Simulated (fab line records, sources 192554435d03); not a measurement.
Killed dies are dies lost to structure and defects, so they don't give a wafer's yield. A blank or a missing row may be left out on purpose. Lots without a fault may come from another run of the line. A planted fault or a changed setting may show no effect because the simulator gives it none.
A struck lot beside a sound one | flow n5_finfet | 15 steps out of a route of 1938
Sound: wafers L312.1, L312.2, L312.5. Struck: wafers L297.2, L297.5, L297.6. The cause comes at the end.
At each step with rows: each side's tool, then ch and its chambers, then its first start. Under that, the readings that differ: sound wafers | struck wafers | difference of the means | sigmas: that difference in standard deviations of wafers without a fault.
alike: readings whose means differ by less than 2 such deviations, and words and numbers that are the same on both sides. not compared: withheld readings, readings that some wafer has no value for, bounds like >300 that may hide the same value, and numbers for which the record gives no deviation and whose values overlap.
The two part at a step that has a row with sigmas, a row that says differs or no value, or rows on one side only. Numbers that don't overlap but have no deviation are shown without sigmas and don't part them. A reading that every wafer of one side lacks parts them only if that side has two wafers or more.

first, 5 steps without rows for these wafers: N5_BEOL_M14_SOFTBAKE_05 (time 60 s); N5_BEOL_M14_EXPOSE_07 (exposes mask V13); N5_BEOL_M14_PEB_08 (peb time 90 s); N5_BEOL_M14_DEVELOP_09 (develop time 45 s); N5_BEOL_M14_HARDBAKE_14 (time 120 s).
N5_BEOL_M14_CD_MEAS_10: target cd 250 nm.
  sound on cd_sem-01 ch 0, day 16 18:04; struck on cd_sem-02 ch 0, day 12 18:32
  alike: cd_nm
N5_BEOL_M14_OVL_MEAS_11:
  sound on overlay-01 ch 0, day 16 18:05; struck on overlay-02 ch 0, day 12 18:34
  alike: V13_OVL
N5_BEOL_M14_INSPECT_12: inspects for defects (macro).
  sound on defect_inspect-02, day 16 18:07; struck on defect_inspect-02, day 12 18:35
  alike: raw_defect_count
N5_BEOL_M14_DESCUM_15: chemistry O2, time 7.9 s.
  sound on rie_diel-03 ch 0,1,3, day 16 18:09; struck on rie_diel-05 ch 2,3, day 12 18:38
  alike: drypump_motor_current_A, oes_product_au, rf_vpp_V, showerhead_plenum_p_Torr, throttle_valve_pct
  not compared: rf_hours_counter_h
N5_BEOL_M14_ETCH_59: etches BARC in N2/H2, target depth 89 nm, overetch 26.7 nm, time 67.9 s.
  sound on rie_diel-03 ch 0,1,3, day 16 18:11; struck on rie_diel-05 ch 2,3, day 12 18:40
  alike: drypump_motor_current_A, oes_product_au, rf_vpp_V, showerhead_plenum_p_Torr, throttle_valve_pct
  not compared: rf_hours_counter_h
N5_BEOL_M14_VIA_ETCH_16: etches SiO2 in C4F8/O2/Ar, target depth 1231.3 nm.
  sound on rie_diel-03 ch 0,1,3, day 16 18:14; struck on rie_diel-05 ch 2,3, day 12 18:43
  alike: O2_flow_sccm, drypump_motor_current_A, oes_product_au, rf_vpp_V, showerhead_plenum_p_Torr, throttle_valve_pct
N5_BEOL_M14_STRIP_63: strips in O2.
  sound on rie_diel-03 ch 0,1,3; struck on rie_diel-05 ch 2,3
  alike: chamber_pressure_mTorr, drypump_motor_current_A, oes_product_au, rf_vpp_V, showerhead_plenum_p_Torr, throttle_valve_pct
  not compared: rf_hours_counter_h
N5_BEOL_M14_STRIP_64: strips in O2.
  sound on rie_diel-03 ch 0,1,3, day 16 18:00; struck on rie_diel-05 ch 2,3, day 12 18:00
  no value came back on the struck wafers for any of 7 readings (bias_power_w (W), chamber_pressure_mTorr (mTorr) and others); on the sound wafers bias_power_w (W) reads 0 0 0
  reading                                    | sound | struck       | difference | sigmas
  model.BARC_of_BEOL_M14_COAT_58.thk_nm (nm) | 0 0 0 | 88.4 88.4 89 | +88.6      |
  not compared: rf_hours_counter_h
then, 1 step without rows for these wafers: N5_BEOL_M14_STRIP_71 (strips in post etch residue remover, time 60 s).
N5_PASSIVATION_PROBE_49:
  sound on prober-02, day 17 20:25; struck on prober-02, day 14 01:32
  reading               | sound | struck      | difference | sigmas
  killed_on_rim         | 23    | 6 10 10     | -14        | -3
  sort_bin_6_memory (%) | 3.9   | 1.9 3.1 2.9 | -1.3       | -2
  alike: defect_limited_yield, killed_at_M0_to_M3, killed_at_M4_up, killed_at_contacts, killed_at_front_end, killed_at_other, killed_dies, killed_open, killed_short, sort_bin_5_function, sort_bin_8_speed, sort_n_pass, sort_yield_pct

WHERE THEY PART
First at N5_BEOL_M14_STRIP_64; last, within this record, at N5_PASSIVATION_PROBE_49.

WHY: what the simulator had put in
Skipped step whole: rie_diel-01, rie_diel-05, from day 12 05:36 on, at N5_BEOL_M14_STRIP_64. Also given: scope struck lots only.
